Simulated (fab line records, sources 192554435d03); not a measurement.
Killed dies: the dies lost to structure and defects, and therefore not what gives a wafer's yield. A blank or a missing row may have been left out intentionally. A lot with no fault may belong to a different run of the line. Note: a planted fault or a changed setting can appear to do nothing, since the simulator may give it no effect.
Chamber matching | flow n5 finfet | 3 sister chambers for N5_BEOL_M2_ILD_DEP_00 on pecvd-02
The step deposits SiOC from DEMS/O2, target thk 79 nm, time 15.3 s. 3 wafers are shown with their chamber, then 8 later ones without.

== WAFERS, EACH WITH ITS CHAMBER ==
wafer  | chamber | throttle valve pct (%)
L085.2 | 0       | 11.7
L085.6 | 2       | 11.1
L088.2 | 1       | 11.8

== WAFERS WITHOUT THEIR CHAMBER ==
wafer  | throttle valve pct (%)
L088.4 | 11.6
L088.5 | 11.8
L089.2 | 11.0
L089.4 | 11.9
L089.5 | 11.2
L092.1 | 11.0
L092.2 | 11.7
L092.5 | 11.1

== WHICH CHAMBER EACH WENT THROUGH ==
wafer  | from the rows above     | in truth
L088.4 | can't be placed: 0 or 1 | 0
L088.5 | can't be placed: 1 or 0 | 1
L089.2 | 2                       | 2
L089.4 | can't be placed: 1 or 0 | 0
L089.5 | 2                       | 2
L092.1 | 2                       | 2
L092.2 | can't be placed: 0 or 1 | 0
L092.5 | 2                       | 2
Placed correctly: 4 of 8. Not placeable from these rows: 4 (in 4, the candidates include the true chamber). 0 placed wrongly.
How it was worked out, from the rows above alone: a wafer's distance from a chamber is the root of the sum, over the readings, of the square of ((its reading less the chamber's mean) divided by the reading's scatter). The wafer belongs to the nearest chamber; if the next one is less than 2 further off, it can't be placed. A chamber's mean is the mean of its shown wafers. The scatter: root of mean squared gap, hidden wafer to nearest shown wafer, with one shown wafer a chamber.
